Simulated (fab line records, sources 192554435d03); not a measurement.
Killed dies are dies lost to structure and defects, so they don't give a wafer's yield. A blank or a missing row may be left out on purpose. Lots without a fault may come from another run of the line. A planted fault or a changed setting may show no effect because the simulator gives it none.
Which tool did it? | flow n5_finfet | 24 lots, 72 wafers sampled, at 5 steps of a route of 1938

WHAT THE GAUGES READ, wafer by wafer
N5_BEOL_M2_INSPECT_13: inspects for defects (brightfield).
lot  | measured     | on                | raw_defect_count
L074 | day 6 14:24  | defect_inspect-02 | 397 353 357
L075 | day 7 01:29  | defect_inspect-02 | 527 464 348
L077 | day 7 05:12  | defect_inspect-01 | 565 481 410
L076 | day 7 13:52  | defect_inspect-01 | 317 287 323
L078 | day 7 15:58  | defect_inspect-02 | 308 339 375
L079 | day 7 17:31  | defect_inspect-02 | 454 443 420
L080 | day 7 20:39  | defect_inspect-01 | 343 408 220
L081 | day 8 05:28  | defect_inspect-02 | 418 465 321
L082 | day 8 17:49  | defect_inspect-01 | 344 377 449
L083 | day 8 18:37  | defect_inspect-01 | 409 323 346
L084 | day 9 03:31  | defect_inspect-01 | 418 412 425
L085 | day 9 10:44  | defect_inspect-01 | 355 336 439
L086 | day 9 11:29  | defect_inspect-01 | 399 408 500
L088 | day 10 09:11 | defect_inspect-02 | 501 421 359
L087 | day 10 11:18 | defect_inspect-01 | 414 405 590
L089 | day 10 14:37 | defect_inspect-02 | 333 349 392
L090 | day 10 17:01 | defect_inspect-01 | 337 314 509
L091 | day 11 05:29 | defect_inspect-02 | 344 394 429
L092 | day 11 11:19 | defect_inspect-02 | 372 413 380
L093 | day 11 21:29 | defect_inspect-01 | 627 416 609
L095 | day 12 00:42 | defect_inspect-02 | 335 412 357
L094 | day 12 04:40 | defect_inspect-01 | 289 348 376
L096 | day 12 09:16 | defect_inspect-01 | 409 419 393
L097 | day 12 11:25 | defect_inspect-02 | 389 465 447

N5_BEOL_M2_THK_MEAS_53: measures by xrf.
lot  | measured     | on            | M2_THK (nm)
L074 | day 6 23:53  | film_metro-01 | 38.0 40.4 41.9
L075 | day 7 10:56  | film_metro-01 | 39.8 37.1 42.3
L077 | day 7 13:58  | film_metro-02 | 37.7 38.5 37.3
L076 | day 8 00:52  | film_metro-02 | 42.7 40.5 39.1
L078 | day 8 04:10  | film_metro-02 | 37.2 38.8 39.8
L079 | day 8 06:47  | film_metro-02 | 41.1 40.4 38.5
L080 | day 8 07:38  | film_metro-02 | 36.9 43.4 37.7
L081 | day 8 13:54  | film_metro-02 | 40.3 39.6 38.2
L082 | day 9 03:32  | film_metro-01 | 43.1 41.0 38.8
L083 | day 9 03:46  | film_metro-02 | 42.2 45.2 41.1
L084 | day 9 10:32  | film_metro-01 | 39.9 40.4 39.3
L085 | day 10 07:03 | film_metro-02 | 47.2 43.7 37.9
L086 | day 10 08:58 | film_metro-02 | 37.5 41.1 40.8
L088 | day 10 20:20 | film_metro-01 | 41.3 42.4 39.8
L087 | day 11 10:01 | film_metro-01 | 35.7 41.1 36.7
L089 | day 11 13:36 | film_metro-01 | 39.2 43.3 42.2
L090 | day 11 14:03 | film_metro-02 | 40.5 43.2 42.1
L091 | day 11 20:47 | film_metro-02 | 40.2 42.8 38.8
L092 | day 12 02:07 | film_metro-02 | 42.6 43.3 42.3
L093 | day 12 16:44 | film_metro-02 | 39.8 39.6 41.9
L095 | day 12 12:01 | film_metro-02 | 42.2 40.6 41.2
L094 | day 12 22:54 | film_metro-01 | 39.4 39.4 39.9
L096 | day 13 02:25 | film_metro-01 | 38.3 38.9 40.1
L097 | day 12 22:16 | film_metro-01 | 40.8 42.7 40.0

WHICH TOOL RAN EACH LOT (tool, then ch and the chambers of the sampled wafers, then the start)
lot  | N5_BEOL_M1_SPUTTER_96        | N5_BEOL_M2_ETCH_70                 | N5_BEOL_M2_ALD_84
L074 | pvd_sputter-01, day 6 12:19  | rie_diel-05 ch 0,1, day 6 19:52    | ald_metal-02 ch 1,2,3, day 6 20:51
L075 | pvd_sputter-01, day 6 23:02  | rie_diel-05 ch 1,2,3, day 7 05:22  | ald_metal-03 ch 0,1,2, day 7 06:19
L077 | pvd_sputter-02, day 7 00:47  | rie_diel-04 ch 0,1,3, day 7 09:35  | ald_metal-04 ch 0,2,3, day 7 10:40
L076 | pvd_sputter-03, day 7 10:22  | rie_diel-06 ch 0,3, day 7 20:55    | ald_metal-02 ch 0,1,2, day 7 21:46
L078 | pvd_sputter-02, day 7 13:31  | rie_diel-05 ch 1,2,3, day 8 00:10  | ald_metal-03 ch 0,1,3, day 8 01:03
L079 | pvd_sputter-03, day 7 15:07  | rie_diel-05 ch 2,3, day 8 00:41    | ald_metal-02 ch 1,3, day 8 03:43
L080 | pvd_sputter-02, day 7 16:03  | rie_diel-05 ch 1,3, day 8 03:29    | ald_metal-04 ch 0,2,3, day 8 04:37
L081 | pvd_sputter-01, day 8 02:55  | rie_diel-05 ch 0,1,3, day 8 09:20  | ald_metal-03 ch 0,2,3, day 8 10:40
L082 | pvd_sputter-02, day 8 14:03  | rie_diel-06 ch 0,1,3, day 8 23:41  | ald_metal-04 ch 0,3, day 9 00:25
L083 | pvd_sputter-02, day 8 16:51  | rie_diel-04 ch 1,2,3, day 8 23:39  | ald_metal-02 ch 0,1, day 9 00:41
L084 | pvd_sputter-03, day 9 00:06  | rie_diel-05 ch 1,2,3, day 9 06:22  | ald_metal-03 ch 2,3, day 9 07:28
L085 | pvd_sputter-02, day 9 06:43  | rie_diel-06 ch 0,1,3, day 10 03:11 | ald_metal-04 ch 1,2, day 10 03:59
L086 | pvd_sputter-01, day 9 09:42  | rie_diel-05 ch 2,3, day 10 03:17   | ald_metal-03 ch 0,3, day 10 04:10
L088 | pvd_sputter-01, day 10 06:17 | rie_diel-05 ch 0,1,3, day 10 16:17 | ald_metal-03 ch 0,1,3, day 10 17:05
L087 | pvd_sputter-01, day 10 08:08 | rie_diel-05 ch 0,1, day 11 06:02   | ald_metal-02 ch 0,2, day 11 06:51
L089 | pvd_sputter-01, day 10 11:41 | rie_diel-04 ch 0,2,3, day 11 09:28 | ald_metal-03 ch 1,2,3, day 11 10:31
L090 | pvd_sputter-03, day 10 12:41 | rie_diel-06 ch 1,2, day 11 09:40   | ald_metal-04 ch 0,2,3, day 11 10:55
L091 | pvd_sputter-01, day 10 23:32 | rie_diel-06 ch 0,1,2, day 11 15:08 | ald_metal-02 ch 0,1,3, day 11 16:08
L092 | pvd_sputter-03, day 11 09:03 | rie_diel-04 ch 0,1,2, day 11 22:01 | ald_metal-04 ch 0,2,3, day 11 23:05
L093 | pvd_sputter-03, day 11 18:48 | rie_diel-04 ch 0,1, day 12 10:44   | ald_metal-03 ch 0,1, day 12 11:49
L095 | pvd_sputter-01, day 11 21:59 | rie_diel-04 ch 0,2, day 12 07:19   | ald_metal-04 ch 1,2,3, day 12 08:28
L094 | pvd_sputter-01, day 11 23:54 | rie_diel-06 ch 0,2, day 12 19:01   | ald_metal-03 ch 0,2, day 12 19:46
L096 | pvd_sputter-02, day 12 07:00 | rie_diel-05 ch 0,1,2, day 12 22:09 | ald_metal-02 ch 1,2, day 12 23:17
L097 | pvd_sputter-01, day 12 08:11 | rie_diel-04 ch 0,1,3, day 12 17:18 | ald_metal-03 ch 2,3, day 12 19:13
- N5_BEOL_M1_SPUTTER_96: material Cu, target thk 4.5 nm, time 8.29 s.
- N5_BEOL_M2_ETCH_70: etches SOC in N2/H2, target depth 80 nm, overetch 24 nm, time 130 s.
- N5_BEOL_M2_ALD_84: deposits TaN, pulse time 2 s, purge time 3 s, co reactant purge time 2 s.

WHAT THE TOOLS THEMSELVES READ (means of the sampled wafers that have a number; where no wafer has one, the mark that the record gives instead)
N5_BEOL_M1_SPUTTER_96.
lot  | tool           | throttle_valve_pct (%)
L074 | pvd_sputter-01 | 30.0
L075 | pvd_sputter-01 | 30.7
L077 | pvd_sputter-02 | 29.7
L076 | pvd_sputter-03 | 30.7
L078 | pvd_sputter-02 | 31.2
L079 | pvd_sputter-03 | 30.6
L080 | pvd_sputter-02 | 29.8
L081 | pvd_sputter-01 | 30.9
L082 | pvd_sputter-02 | 30.6
L083 | pvd_sputter-02 | 30.2
L084 | pvd_sputter-03 | 29.4
L085 | pvd_sputter-02 | 29.7
L086 | pvd_sputter-01 | 31.3
L088 | pvd_sputter-01 | 29.6
L087 | pvd_sputter-01 | 31.1
L089 | pvd_sputter-01 | 29.8
L090 | pvd_sputter-03 | 29.7
L091 | pvd_sputter-01 | 29.7
L092 | pvd_sputter-03 | 30.5
L093 | pvd_sputter-03 | 30.1
L095 | pvd_sputter-01 | 30.8
L094 | pvd_sputter-01 | 30.1
L096 | pvd_sputter-02 | 30.6
L097 | pvd_sputter-01 | 30.6

N5_BEOL_M2_ETCH_70.
lot  | tool        | drypump_motor_current_A (A) | oes_product_au (a.u.) | rf_vpp_V (V) | showerhead_plenum_p_Torr (Torr) | throttle_valve_pct (%)
L074 | rie_diel-05 | 5.6                         | 0.70                  | 523.5        | 2.54                            | 17.67
L075 | rie_diel-05 | 6.0                         | 0.58                  | 525.1        | 2.60                            | 17.85
L077 | rie_diel-04 | 5.4                         | 0.53                  | 524.0        | 2.58                            | 18.06
L076 | rie_diel-06 | 5.6                         | 0.61                  | 523.1        | 2.54                            | 17.56
L078 | rie_diel-05 | 6.0                         | 0.58                  | 524.9        | 2.60                            | 17.85
L079 | rie_diel-05 | 5.8                         | 0.55                  | 525.9        | 2.63                            | 18.04
L080 | rie_diel-05 | 6.1                         | 0.56                  | 525.1        | 2.54                            | 17.92
L081 | rie_diel-05 | 5.9                         | 0.61                  | 524.5        | 2.54                            | 17.80
L082 | rie_diel-06 | 5.9                         | 0.62                  | 523.1        | 2.53                            | 17.53
L083 | rie_diel-04 | 5.5                         | 0.55                  | 525.3        | 2.60                            | 17.96
L084 | rie_diel-05 | 6.0                         | 0.57                  | 525.1        | 2.60                            | 17.87
L085 | rie_diel-06 | 5.8                         | 0.60                  | 524.0        | 2.52                            | 17.53
L086 | rie_diel-05 | 6.0                         | 0.52                  | 524.5        | 2.57                            | 18.14
L088 | rie_diel-05 | 5.9                         | 0.59                  | 524.0        | 2.53                            | 17.85
L087 | rie_diel-05 | 5.6                         | 0.64                  | 522.9        | 2.53                            | 17.73
L089 | rie_diel-04 | 5.5                         | 0.59                  | 525.0        | 2.57                            | 17.79
L090 | rie_diel-06 | 6.4                         | 0.66                  | 525.1        | 2.57                            | 17.39
L091 | rie_diel-06 | 6.1                         | 0.61                  | 523.7        | 2.51                            | 17.53
L092 | rie_diel-04 | 5.5                         | 0.65                  | 525.5        | 2.61                            | 17.74
L093 | rie_diel-04 | 5.4                         | 0.68                  | 524.8        | 2.61                            | 17.77
L095 | rie_diel-04 | 5.5                         | 0.63                  | 526.0        | 2.60                            | 17.66
L094 | rie_diel-06 | 5.7                         | 0.55                  | 520.9        | 2.44                            | 17.70
L096 | rie_diel-05 | 5.7                         | 0.59                  | 524.8        | 2.58                            | 17.81
L097 | rie_diel-04 | 5.4                         | 0.68                  | 524.6        | 2.56                            | 17.70

N5_BEOL_M2_ALD_84.
lot  | tool         | heater_power_w (W)
L074 | ald_metal-02 | 407
L075 | ald_metal-03 | 458
L077 | ald_metal-04 | 417
L076 | ald_metal-02 | 404
L078 | ald_metal-03 | 424
L079 | ald_metal-02 | 419
L080 | ald_metal-04 | 414
L081 | ald_metal-03 | 411
L082 | ald_metal-04 | 466
L083 | ald_metal-02 | 418
L084 | ald_metal-03 | 423
L085 | ald_metal-04 | 426
L086 | ald_metal-03 | 400
L088 | ald_metal-03 | 419
L087 | ald_metal-02 | 387
L089 | ald_metal-03 | 434
L090 | ald_metal-04 | 420
L091 | ald_metal-02 | 418
L092 | ald_metal-04 | 421
L093 | ald_metal-03 | 446
L095 | ald_metal-04 | 410
L094 | ald_metal-03 | 425
L096 | ald_metal-02 | 396
L097 | ald_metal-03 | 390

THE ANSWER, worked out from the rows above alone
Rule: what is usual is taken from the lots themselves. Put in order of their means at a reading, lots are off if they are a third of the lots or fewer, leave a main group of 4 or more, and stand apart from it by a gap of 3 or more times the standard deviation of the main group's means; of several such gaps the widest counts. A main group whose means are all the same, to the digits that the tables above print for the reading, isn't used. A lot without any number at a reading at which 4 lots or more have one is off too. The other lots that the step has rows for count as sound. The gauges are gone through in route order, then the tools' own readings, and for those a lot's mean is taken as printed above. The first step at which some lot is off is used, and at that step the reading that is off furthest; a lot without a number counts as furthest.
No lot is off at any reading shown: from this, nothing can be told.

WHAT THE SIMULATOR HAD PUT IN
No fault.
